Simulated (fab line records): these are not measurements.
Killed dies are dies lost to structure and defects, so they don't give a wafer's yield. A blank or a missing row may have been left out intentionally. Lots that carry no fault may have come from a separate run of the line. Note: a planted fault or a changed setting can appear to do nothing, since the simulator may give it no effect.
Chamber matching | flow nandHarc | NHARC_A_CHANNEL_FILL_D1_ETCHBACK_20 on rieDiel-07: 4 sister chambers
The step etches the open film in C4F8/O2/Ar, target depth 27 nm, time 13.5 s. 14 wafers are shown with their chamber, then 7 later ones without.

## WAFERS PAIRED WITH THEIR CHAMBERS
wafer  | chamber | rfVppV (V) | biasW (W) | oesProductAu (a.u.)
L076.1 | 0       | 973        | 1503      | 0.93
L076.2 | 2       | 980        | 1503      | 0.92
L076.5 | 3       | 980        | 1501      | 0.92
L078.2 | 2       | 981        | 1503      | 0.93
L078.5 | 2       | 981        | 1502      | 0.92
L078.6 | 3       | 980        | 1497      | 0.92
L082.3 | 0       | 972        | 1509      | 1.00
L082.4 | 3       | 980        | 1500      | 0.99
L082.6 | 3       | 980        | 1495      | 0.99
L084.2 | 3       | 981        | 1493      | 0.98
L084.3 | 1       | 973        | 1499      | 1.00
L084.6 | 3       | 979        | 1502      | 1.00
L089.1 | 3       | 980        | 1501      | 1.01
L089.4 | 0       | 973        | 1502      | 1.02

SIGNATURES, as means of the wafers listed above
reading      | chamber 0 | chamber 1 | chamber 2 | chamber 3 | scatter within a chamber
rfVppV       | 972.67    | 973.00    | 980.67    | 980.00    | 0.577
biasW        | 1504.67   | 1499.00   | 1502.67   | 1498.43   | 3.18
oesProductAu | 0.9833    | 1.0000    | 0.9233    | 0.9729    | 0.0359
Rule: a wafer lies at a distance from a chamber equal to the root of the sum of squares, over the readings, of (its reading less the chamber's mean, divided by the reading's scatter). If the next closest chamber is less than 2 further off than the closest, the wafer can't be placed; otherwise it belongs to the closest. The scatter: the root of (the sum of the squares of (reading less its chamber's mean) over the shown wafers, divided by (wafers less chambers)).

## WAFERS MISSING THEIR CHAMBER
wafer  | rfVppV (V) | biasW (W) | oesProductAu (a.u.)
L089.5 | 980        | 1502      | 1.00
L091.1 | 971        | 1501      | 1.01
L091.3 | 981        | 1498      | 0.99
L091.5 | 971        | 1496      | 1.00
L092.1 | 979        | 1498      | 1.00
L092.2 | 971        | 1499      | 1.01
L092.4 | 979        | 1504      | 1.00

## WHICH CHAMBER EACH ONE RAN IN
wafer  | from the rows above     | in truth
L089.5 | can't be placed: 3 or 2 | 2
L091.1 | can't be placed: 0 or 1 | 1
L091.3 | can't be placed: 3 or 2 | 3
L091.5 | can't be placed: 1 or 0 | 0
L092.1 | can't be placed: 3 or 2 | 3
L092.2 | can't be placed: 0 or 1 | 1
L092.4 | can't be placed: 3 or 2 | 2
Correct placement for 0 of the 7. From these rows, 7 cannot be placed; in 7 the true chamber is one of the candidates. Placed wrongly: 0.
